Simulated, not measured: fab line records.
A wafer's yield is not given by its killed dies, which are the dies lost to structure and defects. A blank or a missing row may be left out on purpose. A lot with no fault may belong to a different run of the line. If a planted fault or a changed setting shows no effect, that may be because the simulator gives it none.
3 desks, one fault	flow n5_finfet	each desk has only its own numbers; what lay behind them comes last

## AT THE TOOL OWNER'S DESK: rie_diel-05
The tool's own readings at N5_BEOL_M13_TRENCH_ETCH_34 (etches SiOC in C4F8/O2/Ar, target depth 413.47 nm, time 162.6 s): means of the sampled wafers that have a number, for each lot that ran on this tool. Any lot whose mean is over 4 standard deviations away from the usual mean is out of limits and marked OUT; that distance is given in the brackets.
Columns: A = drypump_motor_current_A at N5_BEOL_M13_TRENCH_ETCH_34, usual 5.75 A; B = oes_product_au at N5_BEOL_M13_TRENCH_ETCH_34, usual 0.76 a.u.; C = rf_vpp_V at N5_BEOL_M13_TRENCH_ETCH_34, usual 665 V; D = showerhead_plenum_p_Torr at N5_BEOL_M13_TRENCH_ETCH_34, usual 3.41 Torr; E = throttle_valve_pct at N5_BEOL_M13_TRENCH_ETCH_34, usual 24.25 %
lot	first seen here	A	B	C	D	E
L574	day 11 09:13	5.95	0.86	669	3.56	24.27
L573	day 11 10:38	5.63	0.81	666	3.43	23.96
L576	day 12 02:17	5.82	0.81	668	3.48	24.07
L579	day 12 16:15	5.94	0.78	665	3.38	24.43
This desk found nothing out of limits on any of the 4 lots.

## THE METROLOGY DESK
Means of the sampled wafers that have a number, per lot and without regard to the tool the lot ran on: this is what the gauges read. Any lot whose mean is over 4 standard deviations away from the usual mean is out of limits and marked OUT; that distance is given in the brackets. Readings shown: 7 out of 27 (the first out of limits, and those lying furthest out on some lot).
Columns: A = trench_depth_nm at N5_BEOL_M13_OCD_MEAS_35, usual 415 nm; B = M13_THK at N5_BEOL_M13_THK_MEAS_50, usual 426 nm; C = M13_RS at N5_BEOL_M13_RS_MEAS_54, usual 0.0448 ohm/sq; D = COMB_M14 at N5_BEOL_M15_RC_MEAS_101, usual 3.2e-12 S/m; E = COMB_M5 at N5_BEOL_M15_RC_MEAS_101, usual 3.6e-11 S/m; F = SERP_M13 at N5_BEOL_M15_RC_MEAS_101, usual 0.307 ohm/um; G = SERP_M13_max_site at N5_BEOL_M15_RC_MEAS_101, usual 0.311 ohm/um
lot	first seen here	A	B	C	D	E	F	G
L574	day 11 09:24	417	431	0.0444	2.9e-12	3.8e-11	0.305	0.308
L573	day 11 10:49	426	434	0.0437	2.0e-12	3.0e-11	0.301	0.305
L576	day 12 02:28	467 (+8.3) OUT	479 (+7.0) OUT	0.0397 (-7.1) OUT	2.7e-12	2.2e-11	0.276 (-5.5) OUT	0.278 (-5.7) OUT
L579	day 12 16:25	461 (+7.4) OUT	476 (+6.6) OUT	0.0403 (-6.3) OUT	3.5e-12	4.9e-11	0.277 (-5.3) OUT	0.279 (-5.6) OUT
L582	day 13 20:43	404	411	0.0462	3.3e-12	3.9e-11	0.319	0.322
L584	day 13 21:17	418	430	0.0443	3.4e-12	4.3e-11	0.306	0.310
L585	day 14 01:09	418	427	0.0443	4.1e-12	2.7e-11	0.306	0.310
Finding of this desk: L576, L579 out of limits; the first was L576 at day 12 02:28, on trench_depth_nm at N5_BEOL_M13_OCD_MEAS_35. In limits: L574, L573, L582, L584, L585.

## THE DEFECT DESK
For each lot, the counts of the inspections along the route, averaged over the sampled wafers that have a number. Any lot whose mean is over 4 standard deviations away from the usual mean is out of limits and marked OUT; that distance is given in the brackets.
Columns: A = raw_defect_count at N5_BEOL_M13_INSPECT_30, usual 2.1
lot	first seen here	A
L574	day 11 08:47	1.7
L573	day 11 10:07	1.0
L576	day 12 01:33	3.0
L579	day 12 15:49	1.0
L582	day 13 20:07	2.0
L584	day 13 20:37	1.0
L585	day 14 00:29	1.3
This desk found nothing out of limits on any of the 7 lots.

## TAKEN TOGETHER
At day 12 02:28 the metrology desk could have sounded an alarm, on L576, L579.
The desk of the tool owner found nothing out of limits.
Nothing the defect desk looked at was out of limits.
Tool owner's desk: L576, L579 on record, inside its limits.
The defect desk has L576, L579 on record, within its limits.
Of the lots named, all ran N5_BEOL_M13_TRENCH_ETCH_34 on rie_diel-05.

## WHAT THE SIMULATOR PUT IN
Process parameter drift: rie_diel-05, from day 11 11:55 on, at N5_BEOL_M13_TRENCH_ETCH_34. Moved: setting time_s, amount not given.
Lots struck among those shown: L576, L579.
Delay in hours, fault start to first out-of-limits reading, per desk: metrology desk 15.
